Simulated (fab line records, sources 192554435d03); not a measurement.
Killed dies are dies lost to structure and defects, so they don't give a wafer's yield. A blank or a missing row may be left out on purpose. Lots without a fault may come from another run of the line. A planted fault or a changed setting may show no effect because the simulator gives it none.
A struck lot beside a sound one | flow n5_finfet | 14 steps out of a route of 1938
Sound: wafers L615.1, L615.4, L615.5. Struck: wafers L616.1, L616.4, L616.6. The cause comes at the end.
At each step with rows: each side's tool, then ch and its chambers, then its first start. Under that, the readings that differ: sound wafers | struck wafers | difference of the means | sigmas: that difference in standard deviations of wafers without a fault.
alike: readings whose means differ by less than 2 such deviations, and words and numbers that are the same on both sides. not compared: withheld readings, readings that some wafer has no value for, bounds like >300 that may hide the same value, and numbers for which the record gives no deviation and whose values overlap.
The two part at a step that has a row with sigmas, a row that says differs or no value, or rows on one side only. Numbers that don't overlap but have no deviation are shown without sigmas and don't part them. A reading that every wafer of one side lacks parts them only if that side has two wafers or more.

first, 1 step without rows for these wafers: N5_BEOL_M15_HARDBAKE_14 (time 120 s).
N5_BEOL_M15_CD_MEAS_10: target cd 360 nm.
  sound on cd_sem-02 ch 0, day 14 21:34; struck on cd_sem-02 ch 0, day 15 12:14
  alike: cd_nm
N5_BEOL_M15_OVL_MEAS_11:
  sound on overlay-01 ch 0, day 14 21:36; struck on overlay-02 ch 0, day 15 12:16
  alike: V14_OVL
N5_BEOL_M15_INSPECT_12: inspects for defects (macro).
  sound on defect_inspect-02, day 14 21:37; struck on defect_inspect-02, day 15 12:17
  alike: raw_defect_count
N5_BEOL_M15_DESCUM_15: chemistry O2, time 7.9 s.
  sound on rie_diel-01 ch 0,2,3, day 14 21:39; struck on rie_diel-01 ch 0,2,3, day 15 12:19
  alike: drypump_motor_current_A, o2_flow_sccm, oes_product_au, rf_vpp_V, showerhead_plenum_p_Torr, temp_c, throttle_valve_pct
  not compared: rf_hours_counter_h
N5_BEOL_M15_ETCH_59: etches BARC in N2/H2, target depth 89 nm, overetch 26.7 nm, time 67.9 s.
  sound on rie_diel-01 ch 0,2,3, day 14 21:41; struck on rie_diel-01 ch 0,2,3, day 15 12:21
  alike: drypump_motor_current_A, oes_product_au, rf_vpp_V, showerhead_plenum_p_Torr, throttle_valve_pct
  not compared: rf_hours_counter_h
N5_BEOL_M15_VIA_ETCH_16: etches SiO2 in C4F8/O2/Ar, target depth 1792.2 nm.
  sound on rie_diel-01 ch 0,2,3, day 14 21:44; struck on rie_diel-01 ch 0,2,3, day 15 12:24
  alike: drypump_motor_current_A, oes_f_703_au, oes_o_777_au, oes_product_au, rf_vpp_V, showerhead_plenum_p_Torr, throttle_valve_pct
then, 1 step without rows for these wafers: N5_BEOL_M15_STRIP_63 (strips in O2).
N5_BEOL_M15_STRIP_64: strips in O2.
  sound on rie_diel-01 ch 0,2,3; struck on rie_diel-01 ch 0,2,3
  alike: drypump_motor_current_A, o2_flow_sccm, oes_product_au, rf_vpp_V, showerhead_plenum_p_Torr, temp_c, throttle_valve_pct
  not compared: rf_hours_counter_h
then, 2 steps without rows for these wafers: N5_BEOL_M15_STRIP_65 (strips in post etch residue remover, time 60 s); N5_BEOL_M15_SRD_66 (time 30 s, dry time 30 s).
N5_BEOL_M15_CD_MEAS_17: target cd 360 nm.
  sound on cd_sem-03, day 14 22:09; struck on cd_sem-01, day 15 12:49
  alike: cd_nm
N5_BEOL_M15_COAT_56: time 60 s, resist thk 550 nm.
  sound on litho_track-05 ch 0, day 14 22:11; struck on litho_track-05 ch 0, day 15 12:51
  reading          | sound                | struck               | difference | sigmas
  plate_temp_C (C) | 249.96 249.93 250.08 | 252.47 252.28 252.27 | +2.35      | +14
  alike: spin_speed_rpm
N5_BEOL_M15_ETCH_57: etches SOC in N2/H2, time 750 s.
  sound on rie_diel-01 ch 0,2, day 14 22:15; struck on rie_diel-01 ch 0,2, day 15 12:59
  alike: drypump_motor_current_A, oes_product_au, rf_vpp_V, showerhead_plenum_p_Torr, throttle_valve_pct
  not compared: rf_hours_counter_h

WHERE THEY PART
Only at N5_BEOL_M15_COAT_56, within this record. Later steps at which nothing parts them and some readings are alike: N5_BEOL_M15_ETCH_57.

WHY: what the simulator had put in
Process parameter drift: litho_track-05, from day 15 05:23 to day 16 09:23, at N5_BEOL_M15_COAT_56. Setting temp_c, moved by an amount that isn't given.
